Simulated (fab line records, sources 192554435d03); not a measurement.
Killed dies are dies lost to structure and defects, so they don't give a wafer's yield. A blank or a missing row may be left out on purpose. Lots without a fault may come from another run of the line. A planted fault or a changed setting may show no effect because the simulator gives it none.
fab line records | flow n5_finfet
record lots=9 wafers=24 last_day=18
route steps=1938 shown GATE_CUT@488 BEOL_M4@1111 PASSIVATION@1936
lots that met no fault: from a run of the same line without faults
start_h: hours from the record's first day to the start of the lot's first wafer shown | wait_h: hours since the lot's step before | " the same as in the row above | L1.1+2: a row that stands for several wafers | - no value, or no start given | * or withheld: withheld | < > ~ a bound
route shown NAME@n: a module of which the file shows steps, and the number in the route of the first | usual: mean/standard deviation of fault-free wafers | same: alike in all rows | chamber/n: place in a boat | sites: the reading at each site | _std_site: their standard deviation | _edge_site: outer sites' mean less inner sites' | radius_mm: how far each site lies from the wafer's centre | mask NAME#n: copy n | behind: the tool/chamber that last shaped the wafer | hold: why the lot was held/for how many hours/how that ended | device: the transistor (n, p or np) that didn't switch | end of line: the same wafers' tests at the end of the route | a step without rows: its recipe alone | killed: dies lost to structure and defects at the first sort, not the wafer's yield | map: a wafer's dies, x killed, . not, _ none there
set.NAME: the setting as run; set.NAME@STEP: as run at that earlier step | model.NAME: the simulator's own value behind a step, which no gauge read
steps of the route over a sample of lots; a table a step, a row a wafer
services: from which hour (start_h, from the record's first day; less than 0 if before it) a tool's chamber was out of use, for how many hours, and why
## steps
# step N5_GATE_CUT_OVL_MEAS_14
# recipe points_per_wafer=522
# usual GATE_CUT_OVL=0.6/0.63
# columns lot.wafer tool chamber start_h wait_h GATE_CUT_OVL[nm]
L648.1 overlay-01 0 117.58 0.0 0.9
L648.3 " 0 " " 1.1
L648.4 " 0 " " 0.9
L652.4 overlay-02 0 138.62 0.0 -0.5
L652.5 " 0 " " -0.2
L652.6 " 0 " " 0.7
L653.3 overlay-01 0 146.04 0.0 1.2
L653.4 " 0 " " 0.9
L653.5 " 0 " " 1.5
L655.3 overlay-02 0 153.54 0.0 0.2
L655.5 " 0 " " 0.7
L656.3 overlay-02 0 163.29 0.0 1.6
L656.6 " 0 " " 2.6
L659.3 overlay-01 0 183.46 0.0 0.6
L659.5 " 0 " " 0.5
L663.1 overlay-02 0 210.38 0.0 0.8
L663.5 " 0 " " 0.8
L663.6 " 0 " " 0.6
L665.1 overlay-01 0 217.35 0.0 0.9
L665.2 " 0 " " 0.5
L665.5 " 0 " " 0.2
L666.2 overlay-01 0 223.53 0.0 1.3
L666.3 " 0 " " 1.1
L666.5 " 0 " " 0.7
# step N5_GATE_CUT_DESCUM_18
# recipe chemistry=O2 time_s=7 source_power_w=50 bias_power_w=20 pressure_mtorr=20 rf_frequency_hz=2.712e+07 temp_c=40 resist=CAR-EUV o2_flow_sccm=225
# usual drypump_motor_current_A=5.7/0.41 oes_product_au=0.76/0.077 rf_fwd_power_W=49.42/0.21 rf_vpp_V=243.1/1.4 showerhead_plenum_p_Torr=2.09/0.079 temp_c=40.00/0.1 throttle_valve_pct=20.47/0.23
# columns lot.wafer tool chamber start_h wait_h drypump_motor_current_A oes_product_au rf_fwd_power_W rf_hours_counter_h rf_vpp_V showerhead_plenum_p_Torr temp_c throttle_valve_pct
L648.1 rie_diel-02 0 117.71 0.1 5.7 0.67 49.65 234 243.9 2.15 40.13 20.55
L648.3 " 2 " " 5.8 0.80 49.38 119 241.9 2.10 39.92 20.60
L648.4 " 1 " " 6.3 0.69 49.56 228 241.5 2.04 40.18 20.26
L652.4 rie_diel-04 0 138.69 0.0 5.5 0.70 49.04 208 241.5 1.97 40.05 20.51
L652.5 " 0 " " 5.5 0.71 49.40 - 240.4 1.97 39.84 20.48
L652.6 " 1 " " 5.2 0.68 49.30 - 244.5 2.17 40.00 20.62
L653.3 rie_diel-04 0 146.16 0.1 5.5 0.70 49.15 211 240.8 1.97 40.03 20.51
L653.4 " 2 " " 5.8 0.75 48.93 154 244.1 2.07 39.94 20.24
L653.5 " 1 " " 5.2 0.68 49.21 - 244.2 2.16 40.06 20.66
L655.3 rie_diel-04 3 153.83 0.2 6.3 0.88 49.43 41 246.2 2.24 40.08 20.56
L655.5 " 3 " " 6.3 0.89 49.51 - 244.0 2.24 39.90 20.56
L656.3 rie_diel-04 2 163.38 0.0 5.8 0.74 49.11 160 241.5 2.07 40.09 20.26
L656.6 " 1 " " 5.2 0.68 49.37 - 244.1 2.16 39.83 20.65
L659.3 rie_diel-04 2 183.54 0.0 5.8 0.74 48.97 164 243.7 2.06 40.06 20.26
L659.5 " 3 " " 6.3 0.87 49.16 - 244.9 2.23 40.11 20.59
L663.1 rie_diel-02 3 210.47 0.0 4.9 0.72 49.59 213 242.4 2.00 39.79 20.91
L663.5 " 3 " " 4.9 0.72 49.34 - 241.8 2.00 40.01 20.92
L663.6 " 2 " " 5.9 0.76 49.58 - 243.1 2.09 40.00 20.64
L665.1 rie_diel-03 0 217.52 0.1 5.9 0.84 49.66 64 242.3 2.02 40.12 20.12
L665.2 " 3 " " 5.5 0.69 49.59 195 243.8 2.17 40.07 20.43
L665.5 " 1 " " 5.7 0.76 49.60 - 243.2 2.08 40.12 20.18
L666.2 rie_diel-02 0 223.62 0.0 5.7 0.93 49.51 11 243.7 2.14 40.01 20.20
L666.3 " 3 " " 4.9 0.71 49.42 218 242.6 2.00 39.92 20.92
L666.5 " 2 " " 5.8 0.75 49.41 - 244.1 2.09 40.03 20.66
# step N5_GATE_CUT_ETCH_19
# recipe chemistry=CH3F/O2 target=SiNx mask_material=SiO2 target_depth_a=537 time_s=76.7 pressure_mtorr=30 source_w=395 bias_w=73 Ar_flow_sccm=150 CH3F_flow_sccm=30 O2_flow_sccm=20 ion_energy_ev=120 ends=cleared
# usual drypump_motor_current_A=5.7/0.41 etch_rf_on_time_s=77.3/1.2 mfc_ar_sccm=150.0/0.41 oes_product_au=0.65/0.064 rf_fwd_power_W=391.2/1.6 rf_vpp_V=298/4.9 showerhead_plenum_p_Torr=2.00/0.074 throttle_valve_pct=16.44/0.18
# columns lot.wafer tool chamber start_h wait_h drypump_motor_current_A etch_rf_on_time_s mfc_ar_sccm oes_product_au rf_fwd_power_W rf_hours_counter_h rf_vpp_V showerhead_plenum_p_Torr throttle_valve_pct
L648.1 rie_diel-02 0 117.99 0.0 5.7 78.8 149.9 0.57 390.0 234 299 2.05 16.51
L648.3 " 2 " " 5.8 76.8 150.0 0.67 393.5 119 298 2.02 16.58
L648.4 " 1 " " 6.4 80.5 150.6 0.57 394.3 228 295 1.99 16.48
L652.4 rie_diel-04 0 138.98 0.0 5.5 78.2 150.4 0.60 393.0 208 293 1.91 16.58
L652.5 " 0 " " 5.5 78.4 150.4 0.60 392.0 - 292 1.91 16.60
L652.6 " 1 " " 5.2 77.3 149.8 0.58 389.2 - 302 2.07 16.55
L653.3 rie_diel-04 0 146.44 0.0 5.5 78.2 149.7 0.60 388.0 211 292 1.91 16.61
L653.4 " 2 " " 5.8 77.6 149.9 0.63 389.9 154 291 2.00 16.39
L653.5 " 1 " " 5.2 78.8 150.2 0.58 392.4 - 302 2.07 16.57
L655.3 rie_diel-04 3 154.11 0.0 6.3 78.2 150.3 0.74 390.8 42 293 2.13 16.35
L655.5 " 3 " " 6.2 102.5 149.8 0.64 392.1 - 293 2.13 16.35
L656.3 rie_diel-04 2 163.67 0.0 5.8 77.2 150.3 0.63 387.9 160 292 2.00 16.39
L656.6 " 1 " " 5.2 101.5 149.7 0.50 391.4 - 301 2.07 16.55
L659.3 rie_diel-04 2 183.83 0.0 5.8 77.5 149.4 0.63 387.5 164 290 2.00 16.39
L659.5 " 3 " " 6.3 103.8 150.7 0.62 391.3 - 293 2.13 16.37
L663.1 rie_diel-02 3 210.75 0.0 4.9 75.7 149.6 0.62 390.9 213 296 1.89 16.69
L663.5 " 3 " " 4.9 76.4 149.3 0.62 391.8 - 297 1.89 16.68
L663.6 " 2 " " 5.8 76.4 150.0 0.65 392.9 - 298 2.01 16.63
L665.1 rie_diel-03 0 217.81 0.0 5.9 76.3 150.1 0.71 391.9 64 307 1.95 16.14
L665.2 " 3 " " 5.5 78.1 150.1 0.60 393.3 195 292 2.07 16.39
L665.5 " 1 " " 5.7 76.0 150.4 0.66 392.4 - 304 2.01 16.25
L666.2 rie_diel-02 0 223.90 0.0 5.7 77.4 150.5 0.81 392.9 11 298 2.04 16.06
L666.3 " 3 " " 4.9 75.2 149.7 0.62 393.2 218 297 1.89 16.71
L666.5 " 2 " " 5.8 76.1 150.3 0.65 393.9 - 300 2.01 16.65
# step N5_GATE_CUT_ALD_22
# recipe material=SiNx target_thk_a=160 temp_c=400 ald_precursor_family=SiH2I2 ald_co_reactant=N2/H2-plasma pulse_time_s=1 ald_cycles=320 purge_time_s=2 co_reactant_purge_time_s=2 pressure_torr=2
# usual heater_power_w=838/64 precursor_pulse_height_rel=1.003/0.022
# same pulse_time_s=1
# columns lot.wafer tool chamber start_h wait_h heater_power_w precursor_pulse_height_rel since_wet_clean_h
L648.1 ald_sin-01 3 118.64 0.1 978 0.985 18
L648.3 " 2 " " 852 1.008 18
L648.4 " 0 " " 911 1.041 18
L652.4 ald_sin-01 1 139.53 0.0 760 1.014 39
L652.5 " 0 " " 900 1.020 -
L652.6 " 1 " " 761 1.004 -
L653.3 ald_sin-04 3 147.95 1.0 862 0.968 141
L653.4 " 1 " " 770 0.996 141
L653.5 " 3 " " 871 1.017 -
L655.3 ald_sin-01 2 154.66 0.0 866 0.994 54
L655.5 " 2 " " 864 1.010 -
L656.3 ald_sin-04 2 164.31 0.0 883 0.977 157
L656.6 " 3 " " 858 1.011 -
L659.3 ald_sin-01 2 185.10 0.7 848 1.031 85
L659.5 " 0 " " 884 1.013 -
L663.1 ald_sin-04 3 211.55 0.3 844 0.996 204
L663.5 " 2 " " 893 1.003 -
L663.6 " 3 " " 856 0.989 -
L665.1 ald_sin-02 3 218.39 0.0 756 1.008 28
L665.2 " 2 " " 805 1.005 28
L665.5 " 2 " " 791 0.998 -
L666.2 ald_sin-01 2 224.49 0.0 871 0.975 124
L666.3 " 3 " " 977 0.984 124
L666.5 " 1 " " 768 0.989 -
# step N5_BEOL_M4_RC_MEAS_101
# usual DIBL_N=36.0/1.8 DIBL_P=36.3/2.4 IOFF_N=0.16/0.035 IOFF_P=0.21/0.036 ION_N=673/13 ION_P=461/7.2 SS_N=71.4/0.6 SS_P=73.2/0.7 VT_N=250/4 VT_P=-250.9/2.9
# columns lot.wafer tool chamber start_h wait_h DIBL_N[mV/V] DIBL_P[mV/V] IOFF_N[nA/um] IOFF_P[nA/um] ION_N[uA/um] ION_P[uA/um] SS_N[mV/dec] SS_P[mV/dec] VT_N[mV] VT_P[mV]
L648.1 prober-02 0 218.00 0.0 32.7 32.6 0.10 0.14 643 446 70.0 71.9 259 -257.7
L648.3 " 0 " " 34.2 34.1 0.12 0.16 663 453 71.5 72.7 255 -254.1
L648.4 " 0 " " 35.7 37.3 0.15 0.20 692 471 71.5 73.3 248 -249.6
L652.4 prober-01 0 242.86 0.5 36.3 36.1 0.17 0.20 683 464 71.6 73.7 247 -252.8
L652.5 " 0 " " 36.3 36.3 0.16 0.20 686 464 71.9 73.7 249 -252.5
L652.6 " 0 " " 39.2 39.5 0.24 0.26 691 459 72.2 74.0 244 -249.3
L653.3 prober-02 0 244.31 0.3 36.3 37.7 0.18 0.22 682 457 71.2 74.1 248 -251.5
L653.4 " 0 " " 34.5 34.6 0.15 0.18 671 456 70.8 72.5 248 -252.5
L653.5 " 0 " " 36.6 37.1 0.19 0.21 683 464 71.7 73.6 244 -253.3
L655.3 prober-01 0 248.39 0.3 38.4 38.1 0.20 0.23 671 455 72.2 73.1 248 -248.3
L655.5 " 0 " " 38.7 39.4 0.20 0.25 673 459 71.8 74.1 248 -248.3
L656.3 prober-01 0 250.43 0.3 33.3 33.1 0.12 0.18 669 456 70.8 72.4 252 -249.3
L656.6 " 0 " " 35.3 34.6 0.15 0.19 677 462 70.9 72.5 251 -251.7
L659.3 prober-01 0 276.26 0.3 32.1 31.1 0.09 0.13 640 441 70.4 72.0 259 -256.4
L659.5 " 0 " " 34.3 32.7 0.11 0.15 664 460 70.6 72.1 256 -255.7
L663.1 prober-02 0 286.98 0.0 36.0 35.9 0.15 0.20 675 461 71.1 74.0 252 -250.9
L663.5 " 0 " " 33.0 32.7 0.11 0.16 668 459 70.9 73.1 253 -252.0
L663.6 " 0 " " 37.4 36.6 0.16 0.21 667 457 71.4 73.7 253 -251.4
L666.2 prober-01 0 318.44 0.2 37.2 37.1 0.16 0.21 673 457 71.4 73.4 250 -252.4
L666.3 " 0 " " 37.9 36.6 0.16 0.21 681 461 72.1 74.0 250 -252.9
L666.5 " 0 " " 39.3 38.0 0.20 0.25 687 464 72.2 73.7 247 -246.7
L665.1 prober-02 0 319.72 0.0 37.5 39.3 0.18 0.24 691 475 71.0 73.8 246 -246.5
L665.2 " 0 " " 37.7 39.7 0.18 0.25 680 471 72.0 74.1 247 -247.2
L665.5 " 0 " " 36.6 38.0 0.16 0.23 685 474 71.1 73.4 246 -248.1
# step N5_PASSIVATION_PROBE_49
# usual defect_limited_yield=91.2/1.4 killed_at_M0_to_M3=35/11 killed_at_M4_up=14/5.6 killed_at_contacts=12/5.6 killed_at_front_end=38/11 killed_at_other=4/3.4 killed_dies=103/17 killed_on_rim=13/3.5 killed_open=68/12 killed_short=33/8.8 sort_bin_5_function=5.1/0.89 sort_bin_6_memory=3.3/0.71 sort_n_pass=1077/17 sort_yield_pct=91.2/1.4
# same gross_dies=1180 killed_at_back_side=0 sort_bin_4_leakage[%]=0 sort_bin_8_speed[%]=0
# columns lot.wafer tool chamber start_h wait_h defect_limited_yield[%] killed_at_M0_to_M3 killed_at_M4_up killed_at_contacts killed_at_front_end killed_at_other killed_dies killed_on_rim killed_open killed_short sort_bin_5_function[%] sort_bin_6_memory[%] sort_n_pass sort_yield_pct[%]
L648.1 prober-01 - 325.75 0.0 91.1 33 18 16 35 3 105 10 71 34 5.0 3.5 1075 91.1
L648.3 prober-01 - 325.85 0.1 91.3 36 12 14 39 2 103 10 66 36 5.5 3.1 1077 91.3
L648.4 prober-01 - 325.90 0.2 91.9 32 15 17 29 3 96 12 68 28 4.4 3.3 1084 91.9
L652.4 prober-02 - 347.16 0.2 90.8 38 15 6 40 10 109 16 59 50 4.6 4.1 1071 90.8
L652.5 prober-02 - 347.21 0.2 91.4 33 14 17 33 4 101 11 63 38 5.3 3.1 1079 91.4
L652.6 prober-02 - 347.26 0.3 91.9 32 14 9 38 3 96 16 58 34 4.7 2.7 1084 91.9
L653.3 prober-01 - 352.71 0.1 93.4 25 17 4 29 3 78 11 59 18 4.3 2.1 1102 93.4
L653.4 prober-01 - 352.76 0.2 93.1 30 9 10 32 1 82 14 57 25 3.8 3.1 1098 93.1
L653.5 prober-01 - 352.81 0.2 94.9 29 8 3 20 0 60 8 42 15 2.8 2.2 1120 94.9
L656.3 prober-02 - 353.22 0.1 89.9 29 3 17 58 12 119 14 64 52 5.6 4.0 1061 89.9
L656.6 prober-02 - 353.37 0.3 87.8 45 7 18 54 20 144 12 88 53 5.8 5.3 1036 87.8
L655.3 prober-02 - 357.33 0.1 90.4 42 10 23 35 3 113 11 74 36 5.7 3.6 1067 90.4
L655.5 prober-02 - 357.43 0.2 91.0 52 8 9 35 2 106 17 82 19 5.1 3.3 1074 91.0
L659.3 prober-01 - 391.06 0.1 90.0 24 17 18 54 5 118 14 75 39 5.3 4.3 1062 90.0
L659.5 prober-01 - 391.16 0.2 88.8 23 32 21 54 2 132 21 69 60 6.5 4.0 1048 88.8
L663.1 prober-02 - 396.55 0.0 90.9 31 17 13 29 17 107 13 79 26 5.8 3.1 1073 90.9
L663.5 prober-02 - 396.75 0.2 90.8 36 20 12 27 13 108 14 76 31 5.8 3.1 1072 90.8
L663.6 prober-02 - 396.80 0.3 92.5 30 12 12 31 4 89 10 69 18 4.5 2.9 1091 92.5
L666.2 prober-01 - 437.40 0.1 92.0 25 14 4 45 6 94 17 61 32 4.9 2.8 1086 92.0
L666.3 prober-01 - 437.45 0.1 91.9 39 21 4 28 4 96 17 71 22 4.7 3.2 1084 91.9
L666.5 prober-01 - 437.55 0.2 89.7 44 16 13 45 4 122 14 81 39 5.8 4.0 1058 89.7
L665.1 prober-02 - 438.55 0.0 91.4 36 10 5 48 3 102 14 64 38 4.7 3.6 1078 91.4
L665.2 prober-02 - 438.60 0.1 93.9 19 16 7 29 1 72 12 46 26 4.2 1.4 1108 93.9
L665.5 prober-02 - 438.75 0.2 90.7 23 23 13 48 3 110 13 79 30 6.3 2.8 1070 90.7
# killed by level:class
L648.1 MOL_CONTACT_COAG:geometric_particle:open=13 BEOL_M0_SAQP:geometric_particle:short=11 BEOL_M0_SAQP:geometric_particle:open=10 BEOL_M4:geometric_particle:open=7 FIN_SAQP:geometric_particle:open=5 STI_FIN_REVEAL:geometric_particle:open=5 BEOL_M3:geometric_particle:open=5 STARTING-WAFER:geometric_particle:short=5
L648.3 MOL_CONTACT_COAG:geometric_particle:open=14 FIN_SAQP:geometric_particle:open=8 FIN_SAQP:geometric_particle:short=8 BEOL_M0_SAQP:geometric_particle:short=8 BEOL_M0_SAQP:geometric_particle:open=7 BEOL_M2:geometric_particle:open=7 DUMMY_GATE:geometric_particle:open=6 STI_FIN_REVEAL:geometric_particle:open=4
L648.4 MOL_CONTACT_COAG:geometric_particle:open=17 FIN_SAQP:geometric_particle:open=10 BEOL_M4:geometric_particle:open=10 BEOL_M0_SAQP:geometric_particle:short=7 BEOL_M2:geometric_particle:open=6 DUMMY_GATE:geometric_particle:open=5 BEOL_M3:geometric_particle:short=5 BEOL_M0_SAQP:geometric_particle:open=4
L652.4 BEOL_M1:geometric_particle:open=13 FIN_SAQP:geometric_particle:short=10 BEOL_M4:geometric_particle:open=7 FIN_SAQP:geometric_particle:open=6 BEOL_M3:geometric_particle:open=6 MOL_CONTACT_COAG:geometric_particle:open=5 BEOL_M1:geometric_particle:short=5 STARTING-WAFER:geometric_particle:short=5
L652.5 MOL_CONTACT_COAG:geometric_particle:open=15 FIN_SAQP:geometric_particle:short=11 BEOL_M0_SAQP:geometric_particle:short=5 BEOL_M0_SAQP:geometric_particle:open=5 BEOL_M1:geometric_particle:open=5 BEOL_M3:geometric_particle:open=5 FIN_SAQP:geometric_particle:open=4 BEOL_M2:geometric_particle:open=4
L652.6 FIN_SAQP:geometric_particle:open=8 BEOL_M2:geometric_particle:open=8 STARTING-WAFER:geometric_particle:short=8 MOL_CONTACT_COAG:geometric_particle:open=7 BEOL_M0_SAQP:geometric_particle:short=7 BEOL_M4:geometric_particle:open=6 BEOL_M0_SAQP:geometric_particle:open=5 FIN_SAQP:geometric_particle:short=4
L653.3 FIN_SAQP:geometric_particle:open=7 STI_FIN_REVEAL:geometric_particle:open=6 BEOL_M3:geometric_particle:open=6 BEOL_M0_SAQP:geometric_particle:open=5 MOL_CONTACT_COAG:geometric_particle:open=4 BEOL_M6:geometric_particle:short=4 BEOL_M0_SAQP:geometric_particle:short=4 BEOL_M2:geometric_particle:open=4
L653.4 FIN_SAQP:geometric_particle:open=14 BEOL_M2:geometric_particle:open=13 FIN_SAQP:geometric_particle:short=7 MOL_CONTACT_COAG:geometric_particle:open=7 BEOL_M3:geometric_particle:open=6 BEOL_M0_SAQP:geometric_particle:open=4 MOL_CONTACT_COAG:geometric_particle:short=3 BEOL_M4:geometric_particle:open=3
L653.5 BEOL_M2:geometric_particle:open=8 FIN_SAQP:geometric_particle:open=6 BEOL_M0:geometric_particle:open=6 FIN_SAQP:geometric_particle:short=5 BEOL_M3:geometric_particle:open=4 BEOL_M5:geometric_particle:open=3 ILD0:geometric_particle:short=2 GATE_CUT:geometric_particle:short=2
L656.3 MOL_CONTACT_COAG:geometric_particle:open=14 FIN_SAQP:geometric_particle:short=11 GATE_CUT:geometric_particle:short=7 STI_FIN_REVEAL:geometric_particle:open=6 GATE_CUT:geometric_particle:open=5 BEOL_M0_SAQP:geometric_particle:short=5 BEOL_M1:geometric_particle:short=5 BEOL_M1:geometric_particle:open=5
L656.6 MOL_CONTACT_COAG:geometric_particle:open=12 STI_FIN_REVEAL:geometric_particle:open=10 MIM_TOP_ETCH:geometric_particle:open=10 BEOL_M1:geometric_particle:open=9 BEOL_M0_SAQP:geometric_particle:short=9 BEOL_M0_SAQP:geometric_particle:open=9 MIM_TOP_ETCH:geometric_particle:short=8 BEOL_M3:geometric_particle:open=8
L655.3 MOL_CONTACT_COAG:geometric_particle:open=15 STI_FIN_REVEAL:geometric_particle:open=12 BEOL_M0_SAQP:geometric_particle:short=10 BEOL_M2:geometric_particle:open=10 MOL_CONTACT_COAG:geometric_particle:short=8 BEOL_M3:geometric_particle:open=8 BEOL_M0_SAQP:geometric_particle:open=7 DUMMY_GATE:geometric_particle:open=5
L655.5 BEOL_M3:geometric_particle:open=15 BEOL_M2:geometric_particle:open=11 FIN_SAQP:geometric_particle:open=10 MOL_CONTACT_COAG:geometric_particle:open=8 DUMMY_GATE:geometric_particle:open=7 BEOL_M0_SAQP:geometric_particle:short=7 BEOL_M1:geometric_particle:open=7 BEOL_M0_SAQP:geometric_particle:open=6
L659.3 FIN_SAQP:geometric_particle:open=18 MOL_CONTACT_COAG:geometric_particle:open=16 FIN_SAQP:geometric_particle:short=14 BEOL_M0_SAQP:geometric_particle:open=8 BEOL_M0_SAQP:geometric_particle:short=7 BEOL_M4:geometric_particle:short=5 STI_FIN_REVEAL:geometric_particle:open=4 ILD0:geometric_particle:short=4
L659.5 FIN_SAQP:geometric_particle:open=19 BEOL_M4:geometric_particle:short=19 MOL_CONTACT_COAG:geometric_particle:open=15 FIN_SAQP:geometric_particle:short=8 BEOL_M0_SAQP:geometric_particle:short=8 MOL_CONTACT_COAG:geometric_particle:short=6 BEOL_M4:geometric_particle:open=5 STI_FIN_REVEAL:geometric_particle:open=5
L663.1 BEOL_M2:geometric_particle:open=12 BEOL_M4:geometric_particle:open=12 MOL_CONTACT_COAG:geometric_particle:open=10 STI_FIN_REVEAL:geometric_particle:open=9 BEOL_M3:geometric_particle:open=7 GATE_CUT:geometric_particle:short=6 DUMMY_GATE:geometric_particle:open=5 BEOL_M1:geometric_particle:open=5
L663.5 BEOL_M4:geometric_particle:open=13 STI_FIN_REVEAL:geometric_particle:open=11 BEOL_M2:geometric_particle:open=8 MOL_CONTACT_COAG:geometric_particle:open=7 FIN_SAQP:geometric_particle:open=5 MOL_CONTACT_COAG:geometric_particle:short=5 BEOL_M0_SAQP:geometric_particle:short=5 BEOL_M0_SAQP:geometric_particle:open=5
L663.6 BEOL_M2:geometric_particle:open=13 MOL_CONTACT_COAG:geometric_particle:open=11 STI_FIN_REVEAL:geometric_particle:open=7 STARTING-WAFER:geometric_particle:open=6 BEOL_M4:geometric_particle:open=5 GATE_CUT:geometric_particle:short=4 BEOL_M0_SAQP:geometric_particle:short=4 BEOL_M3:geometric_particle:open=4
L666.2 FIN_SAQP:geometric_particle:open=13 FIN_SAQP:geometric_particle:short=11 BEOL_M3:geometric_particle:open=9 BEOL_M0_SAQP:geometric_particle:short=6 GATE_CUT:geometric_particle:short=5 BEOL_M4:geometric_particle:open=5 BEOL_M0_SAQP:geometric_particle:open=4 DUMMY_GATE:geometric_particle:open=3
L666.3 BEOL_M3:geometric_particle:open=10 BEOL_M0_SAQP:geometric_particle:open=9 BEOL_M5:geometric_particle:open=8 BEOL_M0_SAQP:geometric_particle:short=7 FIN_SAQP:geometric_particle:short=6 BEOL_M2:geometric_particle:open=6 STI_FIN_REVEAL:geometric_particle:open=5 DUMMY_GATE:geometric_particle:open=5
L666.5 MOL_CONTACT_COAG:geometric_particle:open=12 FIN_SAQP:geometric_particle:short=11 BEOL_M0_SAQP:geometric_particle:open=11 FIN_SAQP:geometric_particle:open=10 BEOL_M2:geometric_particle:open=10 BEOL_M3:geometric_particle:open=8 STI_FIN_REVEAL:geometric_particle:open=6 BEOL_M0_SAQP:geometric_particle:short=5
L665.1 BEOL_M0_SAQP:geometric_particle:short=13 DUMMY_GATE:geometric_particle:open=11 FIN_SAQP:geometric_particle:open=7 STI_FIN_REVEAL:geometric_particle:open=7 BEOL_M4:geometric_particle:open=7 BEOL_M0_SAQP:geometric_particle:open=6 MOL_CONTACT_COAG:geometric_particle:open=5 BEOL_M1:geometric_particle:short=5
L665.2 BEOL_M4:geometric_particle:open=6 BEOL_M5:geometric_particle:open=6 FIN_SAQP:geometric_particle:short=5 BEOL_M1:geometric_particle:open=5 DUMMY_GATE:geometric_particle:open=4 MOL_CONTACT_COAG:geometric_particle:short=4 BEOL_M0:geometric_particle:open=4 STI_FIN_REVEAL:geometric_particle:open=3
L665.5 STI_FIN_REVEAL:geometric_particle:open=18 MOL_CONTACT_COAG:geometric_particle:open=13 FIN_SAQP:geometric_particle:short=8 BEOL_M0_SAQP:geometric_particle:open=7 BEOL_M4:geometric_particle:open=7 BEOL_M2:geometric_particle:open=6 BEOL_M5:geometric_particle:open=6 STI_FIN_REVEAL:geometric_particle:short=4
## services
# columns tool chamber start_h hours kind
ald_sin-01 0 100.92 - clean
ald_sin-01 1 100.92 - clean
ald_sin-01 2 100.92 - clean
ald_sin-01 3 100.92 - clean
rie_diel-04 3 116.29 12.9 repair
rie_diel-02 0 174.77 - clean
rie_diel-02 0 174.77 - consumable_replace:focus_ring
rie_diel-02 0 174.77 19.6 scheduled_down
rie_diel-02 0 174.77 19.6 vent_cycle
ald_sin-02 - 176.75 14.0 pm
ald_sin-02 0 176.75 14.0 vent_cycle
ald_sin-02 1 176.75 14.0 vent_cycle
ald_sin-02 2 176.75 14.0 vent_cycle
ald_sin-02 3 176.75 14.0 vent_cycle
rie_diel-04 0 176.83 7.2 repair
ald_sin-01 - 178.71 0.8 pm
ald_sin-02 0 190.75 - clean
ald_sin-02 1 190.75 - clean
rie_diel-02 1 194.32 - clean
rie_diel-02 1 194.32 - consumable_replace:focus_ring
rie_diel-02 1 194.32 25.5 scheduled_down
rie_diel-02 1 194.32 25.5 vent_cycle
ald_sin-01 1 195.26 18.3 repair
rie_diel-04 0 204.06 8.8 repair
## key
first_sign step=N5_GATE_CUT_ETCH_19 reading=etch_rf_on_time_s direction=up sigmas=21 usual=* struck=*
effect none on later readings
met_at N5_GATE_CUT_ETCH_19
struck_lots L655,L656,L659
struck_wafers L655.5,L656.6,L659.5
not_acting_at N5_GATE_CUT_OVL_MEAS_14,N5_GATE_CUT_DESCUM_18,N5_GATE_CUT_ALD_22
onset_between 146.44 154.11
fault kind=process_parameter_drift tool=rie_diel-04 chamber=- onset_h=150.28 steps=N5_GATE_CUT_ETCH_19 channel=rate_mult offset=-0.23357 shape=step end_h=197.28 scope=struck_wafers_only
